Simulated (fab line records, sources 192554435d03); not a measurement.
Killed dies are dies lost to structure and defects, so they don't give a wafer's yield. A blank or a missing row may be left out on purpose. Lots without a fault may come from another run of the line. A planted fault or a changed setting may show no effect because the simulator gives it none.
Split-lot experiment | flow n5_finfet | 7 lots, 21 wafers read, on a route of 1938 steps

THE SPLIT
At N5_BEOL_M7_VIA_ETCH_34 (etches SiCOH lowk in C4F6/O2, target depth 125.5 nm, time 50.5 s), the setting source_w was moved away from the recipe's 345 W on 7 of the 21 wafers read, by -16.5% to +12.2%. The other wafers ran this setting at the recipe's value.

The reading is taken at the split's own step.

THE READING
rf_vpp_V, in V, at N5_BEOL_M7_VIA_ETCH_34 (etches SiCOH lowk in C4F6/O2, target depth 125.5 nm, time 50.5 s). Fault-free wafers of this fab line usually give 667 V, standard deviation 8.2 V.

wafer  | tool, chamber at the split | source_w as run, W | against the recipe | rf_vpp_V, V | against lot-mates on the recipe
L075.1 | rie_diel-03, 3             | 345                | recipe             | 677         | -
L075.4 | rie_diel-03, 0             | 376                | +9.0%              | 649         | -22
L075.5 | rie_diel-03, 2             | 345                | recipe             | 664         | -
L079.4 | rie_diel-03, 3             | 345                | recipe             | 677         | -
L079.5 | rie_diel-03, 1             | 345                | recipe             | 667         | -
L079.6 | rie_diel-03, 2             | 345                | recipe             | 664         | -
L085.2 | rie_diel-06, 0             | 387                | +12.2%             | 619         | -39
L085.3 | rie_diel-06, 3             | 387                | +12.2%             | 620         | -38
L085.6 | rie_diel-06, 1             | 345                | recipe             | 658         | -
L092.2 | rie_diel-06, 2             | 345                | recipe             | 676         | -
L092.3 | rie_diel-06, 1             | 310.7              | -9.9%              | 696         | +20
L092.4 | rie_diel-06, 3             | 310.7              | -9.9%              | 693         | +17
L093.4 | rie_diel-03, 1             | 288.2              | -16.5%             | 731         | +60
L093.5 | rie_diel-03, 1             | 345                | recipe             | 666         | -
L093.6 | rie_diel-03, 0             | 345                | recipe             | 676         | -
L095.1 | rie_diel-03, 3             | 345                | recipe             | 677         | -
L095.4 | rie_diel-03, 0             | 345                | recipe             | 677         | -
L095.5 | rie_diel-03, 3             | 345                | recipe             | 676         | -
L097.2 | rie_diel-06, 1             | 314.2              | -8.9%              | 693         | +37
L097.3 | rie_diel-06, 0             | 345                | recipe             | 655         | -
L097.5 | rie_diel-06, 3             | 345                | recipe             | 657         | -

THE FIT
A straight line over all 21 wafers: rf_vpp_V changes by -3.39 V for each +1% of source_w; r = -0.94; the points scatter about the line by 8.5 V.
The same after taking each lot's own level away (the mean of its wafers on the recipe; 21 wafers): -3.04 V for each +1%; r = -0.96; scatter 6.3 V.
On that fit, the largest move of source_w shifts the reading by 50 V.
The lots' own levels span 656.0 to 676.7 V, that is 2.5 times the standard deviation above.
So the lot-to-lot level changes the slope: the two fits differ.
Check: with one of the wafers moved furthest among these (-16.5%) left out of the fit, the line predicts +45.3 V for it against its lot-mates. It came out at +60 V against them.
Tool readings at the split's step, against how far the setting was moved: rf_vpp_V r = -0.94.

OTHER SPLITS ON THESE WAFERS
These wafers also went through other splits before the reading. Each is held against what the fit with the lots' levels taken away leaves over:
other split on the same wafers | wafers away from the commonest value | r with rf_vpp_V (lot level and that fit taken away)
N5_BEOL_M7_COAT_05 spin_rpm    | 6                                    | -0.56
N5_BEOL_M7_ETCH_66 time_s      | 6                                    | +0.28

THE FILE'S OWN FIT
rf_vpp_V changes by -3.17 V for each +1% of source_w, r = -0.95.
